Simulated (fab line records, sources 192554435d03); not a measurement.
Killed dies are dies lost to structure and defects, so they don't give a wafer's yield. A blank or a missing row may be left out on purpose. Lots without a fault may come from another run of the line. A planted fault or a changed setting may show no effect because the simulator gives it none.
Chamber matching | flow n5_finfet | N5_BEOL_M1_PECVD_72 on pecvd-03: 3 sister chambers
The step deposits SiO2 from TEOS/O2, target thk 16 nm, time 18 s. 14 wafers are shown with their chamber, then 6 later ones without.

WAFERS WITH THEIR CHAMBER
wafer  | chamber | showerhead_plenum_p_Torr (Torr) | throttle_valve_pct (%) | heater_power_w (W)
L609.1 | 1       | 8.75                            | 22.4                   | 891
L609.5 | 1       | 8.74                            | 22.3                   | 854
L609.6 | 2       | 8.61                            | 21.9                   | 814
L614.4 | 2       | 8.61                            | 22.1                   | 801
L614.5 | 0       | 8.81                            | 22.9                   | 927
L614.6 | 2       | 8.61                            | 21.8                   | 826
L616.2 | 2       | 8.59                            | 22.0                   | 798
L616.6 | 0       | 8.76                            | 23.0                   | 816
L618.1 | 1       | 8.75                            | 22.1                   | 742
L618.4 | 2       | 8.61                            | 22.1                   | 799
L618.5 | 1       | 8.78                            | 22.5                   | 748
L621.3 | 2       | 8.59                            | 22.1                   | 766
L621.4 | 0       | 8.80                            | 22.7                   | 815
L621.5 | 2       | 8.60                            | 21.7                   | 813

SIGNATURES (means of the wafers above)
reading                  | chamber 0 | chamber 1 | chamber 2 | scatter within a chamber
showerhead_plenum_p_Torr | 8.7900    | 8.7550    | 8.6029    | 0.0161
throttle_valve_pct       | 22.867    | 22.325    | 21.957    | 0.163
heater_power_w           | 852.67    | 808.75    | 802.43    | 49.9
Rule: a wafer's distance from a chamber is the root of the sum, over the readings, of the square of ((its reading less the chamber's mean) divided by the reading's scatter). The wafer belongs to the nearest chamber; if the next one is less than 2 further off, it can't be placed. The scatter: the root of (the sum of the squares of (reading less its chamber's mean) over the shown wafers, divided by (wafers less chambers)).

WAFERS WITHOUT THEIR CHAMBER
wafer  | showerhead_plenum_p_Torr (Torr) | throttle_valve_pct (%) | heater_power_w (W)
L625.1 | 8.78                            | 23.0                   | 751
L625.4 | 8.76                            | 22.5                   | 789
L625.5 | 8.78                            | 22.7                   | 764
L627.2 | 8.60                            | 22.1                   | 681
L627.5 | 8.61                            | 22.0                   | 683
L627.6 | 8.75                            | 22.1                   | 857

WHICH CHAMBER EACH WENT THROUGH
wafer  | from the rows above     | in truth
L625.1 | 0                       | 0
L625.4 | 1                       | 1
L625.5 | can't be placed: 0 or 1 | 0
L627.2 | 2                       | 2
L627.5 | 2                       | 2
L627.6 | 1                       | 1
Placed correctly: 5 of 6. Can't be placed from these rows: 1 (the true chamber is among the candidates in 1). Placed wrongly: 0.
